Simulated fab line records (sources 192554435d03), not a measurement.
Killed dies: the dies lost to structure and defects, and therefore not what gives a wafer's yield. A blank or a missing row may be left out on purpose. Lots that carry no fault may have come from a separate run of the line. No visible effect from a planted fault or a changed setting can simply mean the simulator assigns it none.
One fault seen from 2 desks	flow n5Finfet	only its own numbers are on each desk; what lay behind them is given at the end

== METROLOGY DESK ==
Means of the sampled wafers that have a number, per lot and without regard to the tool the lot ran on: this is what the gauges read. A lot is out of limits, marked OUT, if its mean lies more than 4 standard deviations from the usual mean; the brackets give that distance.
Columns: A = M10_THK at N5_BEOL_M10_THK_MEAS_53, usual 141 nm; B = M10_RS at N5_BEOL_M10_RS_MEAS_57, usual 0.152 ohm/sq
lot	first seen here	A	B
L970	day 10 21:37	143	0.151
L973	day 11 11:59	142	0.151
L974	day 11 15:49	139	0.154
L975	day 11 16:28	140	0.153
L977	day 12 18:31	143	0.151
L980	day 13 00:17	139	0.155
L979	day 13 01:17	143	0.150
L983	day 14 09:59	138	0.156
L986	day 14 15:33	143	0.150
L988	day 14 22:59	145	0.147
Result from this desk: across the 10 lots, nothing is out of limits.

== THE TOOL OWNER'S DESK: pecvd-04 ==
The tool's own readings at N5_BEOL_M10_PECVD_70 (deposits SiO2 from TEOS/O2, target thk 20 nm, time 22.7 s): means of the sampled wafers that have a number, for each lot that ran on this tool. A lot is out of limits, marked OUT, if its mean lies more than 4 standard deviations from the usual mean; the brackets give that distance.
Columns: A = heaterPowerW at N5_BEOL_M10_PECVD_70, usual 700 W; B = showerheadPlenumPTorr at N5_BEOL_M10_PECVD_70, usual 8.78 Torr; C = throttleValvePct at N5_BEOL_M10_PECVD_70, usual 22.2 %
lot	first seen here	A	B	C
L974	day 11 10:26	683	8.75	21.3
L975	day 11 10:43	678	8.71	20.7
L977	day 12 08:38	645	8.70	21.1
L979	day 12 16:25	678	8.76	21.4
L983	day 14 01:16	636	8.73	20.9
Result from this desk: across the 5 lots, nothing is out of limits.

== ALL TOGETHER ==
Metrology desk: nothing out of limits seen.
Nothing out of limits was seen by the tool owner's desk.

== WHAT HAD BEEN PUT IN BY THE SIMULATOR ==
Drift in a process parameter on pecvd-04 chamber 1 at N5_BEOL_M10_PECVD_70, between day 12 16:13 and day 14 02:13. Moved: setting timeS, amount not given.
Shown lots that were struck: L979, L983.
